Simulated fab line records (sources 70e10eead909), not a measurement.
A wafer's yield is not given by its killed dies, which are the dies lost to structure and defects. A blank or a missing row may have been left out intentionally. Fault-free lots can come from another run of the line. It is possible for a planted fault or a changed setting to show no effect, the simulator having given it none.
Which tool did it? | flow nand harc | 13 lots with 39 wafers sampled at 6 steps, on a route of 1302 steps

== WHAT EACH GAUGE READ, for each wafer ==
NHARC_A_DECK1_JOINT_THK_MEAS_14: measures by ellipsometry.
lot  | measured     | on            | thk nm (nm)
L102 | day 11 21:05 | film metro-02 | 54.9 54.5 54.9
L103 | day 11 21:05 | film metro-02 | 50.5 50.5 51.3
L104 | day 12 17:07 | film metro-02 | 53.1 52.6 49.8
L106 | day 13 07:02 | film metro-02 | 53.5 51.2 53.8
L108 | day 14 07:28 | film metro-02 | 52.9 50.3 52.5
L109 | day 14 14:59 | film metro-02 | 52.1 48.5 50.7
L110 | day 15 06:07 | film metro-02 | 48.6 52.8 50.1
L111 | day 15 22:43 | film metro-01 | 49.6 51.7 53.6
L117 | day 18 02:53 | film metro-02 | 51.6 48.3 50.6
L119 | day 18 12:26 | film metro-02 | 48.0 53.2 50.7
L120 | day 19 12:01 | film metro-02 | 50.6 49.8 49.4
L122 | day 20 17:37 | film metro-02 | 45.2 51.3 48.1
L124 | day 21 06:16 | film metro-02 | 52.4 49.5 51.8

NHARC_A_ONON_D2_THK_MEAS_14: measures by ellipsometry.
lot  | measured     | on            | thk nm (nm)
L102 | day 12 23:38 | film metro-02 | 995 995 995
L103 | day 12 23:38 | film metro-02 | 1001 1002 1000
L104 | day 13 22:46 | film metro-02 | 993 993 994
L106 | day 14 15:34 | film metro-02 | 1006 1008 1007
L108 | day 15 09:14 | film metro-02 | 1005 1005 1005
L109 | day 15 14:47 | film metro-02 | 996 996 998
L110 | day 16 06:44 | film metro-02 | 1003 1005 1004
L111 | day 17 07:59 | film metro-02 | 1012 1011 1012
L117 | day 19 02:29 | film metro-02 | 649 649 648 650 650 649
L119 | day 19 18:01 | film metro-02 | 697 698 699 697 698 699
L120 | day 20 14:18 | film metro-02 | 663 661 661 661 661 664
L122 | day 22 03:52 | film metro-01 | 992 989 991
L124 | day 22 15:43 | film metro-01 | 991 990 991

NHARC_A_CHANNEL_HOLE_D2_INSPECT_12.
lot  | measured     | on                | raw defect count
L102 | day 13 13:52 | defect inspect-01 | 12 5 9
L103 | day 13 14:13 | defect inspect-02 | 78 57 52
L104 | day 14 15:56 | defect inspect-02 | 9 5 10
L106 | day 15 08:03 | defect inspect-01 | 1 9 11
L108 | day 16 00:23 | defect inspect-01 | 4 6 8
L109 | day 16 07:56 | defect inspect-02 | 64 63 53
L110 | day 17 10:29 | defect inspect-02 | 49 50 62
L111 | day 18 00:58 | defect inspect-01 | 50 32 44
L122 | day 22 18:34 | defect inspect-01 | 17 22 20
L124 | day 23 05:29 | defect inspect-02 | 4 4 7

NHARC_END_SORT_01.
lot  | measured     | on        | killed at array | killed at other | killed at periphery | killed dies | killed open | killed short
L102 | day 24 16:21 | prober-02 | 56 53 52        | 0 0 0           | 2 4 4               | 58 57 56    | 2 6 5       | 3 2 0
L108 | day 27 07:18 | prober-02 | 33 33 44        | 0 2 0           | 3 0 1               | 36 35 45    | 1 2 5       | 5 2 1
L109 | day 27 18:29 | prober-01 | 86 101 76       | 0 0 1           | 4 2 3               | 90 103 80   | 3 3 2       | 4 3 3
L110 | day 28 11:56 | prober-02 | 55 49 55        | 0 0 0           | 1 1 2               | 56 50 57    | 5 3 6       | 2 3 3
L111 | day 29 02:26 | prober-01 | 46 37 42        | 0 0 0           | 5 4 5               | 51 41 47    | 3 1 5       | 1 2 2
L117 | day 32 17:05 | prober-01 | 673 674 673     | 2 2 2           | 2 1 2               | 677 677 677 | 5 4 6       | 3 3 0
L119 | day 33 02:47 | prober-02 | 675 673 673     | 0 2 0           | 2 2 4               | 677 677 677 | 4 6 6       | 0 2 4
L120 | day 32 12:28 | prober-01 | 672 674 673     | 2 1 0           | 3 2 4               | 677 677 677 | 5 2 3       | 3 2 5

== WHICH TOOL RAN EACH LOT (tool, then ch and the chambers of the sampled wafers, then the start) ==
lot  | NHARC_A_ONON_D2_DEP_12           | NHARC_A_CHANNEL_HOLE_D2_DEP_01
L102 | pecvd onon-01 ch 0, day 12 23:07 | pecvd-01 ch 0,2, day 13 13:08
L103 | pecvd onon-02 ch 0, day 12 23:15 | pecvd-04 ch 0,1,2, day 13 13:22
L104 | pecvd onon-03 ch 0, day 13 22:26 | pecvd-02 ch 0,1,2, day 14 15:11
L106 | pecvd onon-01 ch 0, day 14 15:11 | pecvd-04 ch 0,2, day 15 07:12
L108 | pecvd onon-03 ch 0, day 15 08:44 | pecvd-02 ch 1,2, day 15 23:34
L109 | pecvd onon-01 ch 0, day 15 14:17 | pecvd-02 ch 0,2, day 16 07:05
L110 | pecvd onon-01 ch 0, day 16 06:14 | pecvd-04 ch 0,1,2, day 17 09:38
L111 | pecvd onon-03 ch 0, day 17 07:29 | pecvd-01 ch 0,2, day 18 00:10
L117 | pecvd onon-03 ch 0, day 19 02:01 | -
L119 | pecvd onon-03 ch 0, day 19 17:30 | -
L120 | pecvd onon-03 ch 0, day 20 13:51 | -
L122 | pecvd onon-02 ch 0, day 22 03:28 | pecvd-04 ch 0,1,2, day 22 17:47
L124 | pecvd onon-02 ch 0, day 22 15:20 | pecvd-04 ch 0,1, day 23 04:46
- NHARC_A_ONON_D2_DEP_12: target thk 1000 nm.
- NHARC_A_CHANNEL_HOLE_D2_DEP_01: deposits SiON, target thk 140 nm.

== AS READ BY THE TOOLS THEMSELVES (means over the sampled wafers that have a number; for cases with no such wafer, the mark the record gives instead) ==
NHARC_A_CHANNEL_HOLE_D2_DEP_01.
lot  | tool     | heater power w (W)
L102 | pecvd-01 | 637
L103 | pecvd-04 | 826
L104 | pecvd-02 | 784
L106 | pecvd-04 | 747
L108 | pecvd-02 | 703
L109 | pecvd-02 | 806
L110 | pecvd-04 | 823
L111 | pecvd-01 | 737
L122 | pecvd-04 | 803
L124 | pecvd-04 | 853

== THE ANSWER, worked out from the rows above alone ==
Rule: what is usual is taken from the lots themselves. Put in order of their means at a reading, lots are off if they are a third of the lots or fewer, leave a main group of 4 or more, and stand apart from it by a gap of 3 or more times the standard deviation of the main group's means; of several such gaps the widest counts. A main group is skipped when, at the precision printed for the reading in the tables above, its means are all equal. A lot without any number at a reading at which 4 lots or more have one is off too. All remaining lots with rows at the step are treated as sound. First the gauges in route order, then the tools' own readings, where a lot's mean is used as printed above. At the first step where some lot is off, the reading lying furthest off is the one used; lots without a number count as furthest.
Off at NHARC_A_ONON_D2_THK_MEAS_14 (thk nm): L117, L119, L120. The main group has a mean of 1000 nm with a standard deviation of 6.9.
If a tool, at a process step before that reading, ran all the lots that are off and no sound lot after the first of them, it fits. The gauges at NHARC_A_ONON_D2_THK_MEAS_14 are tried like those tools. Undecided on this evidence; 2 tools fit (pecvd onon-03 at NHARC_A_ONON_D2_DEP_12, film metro-02 at NHARC_A_ONON_D2_THK_MEAS_14).

== WHAT THE SIMULATOR HAD INSERTED ==
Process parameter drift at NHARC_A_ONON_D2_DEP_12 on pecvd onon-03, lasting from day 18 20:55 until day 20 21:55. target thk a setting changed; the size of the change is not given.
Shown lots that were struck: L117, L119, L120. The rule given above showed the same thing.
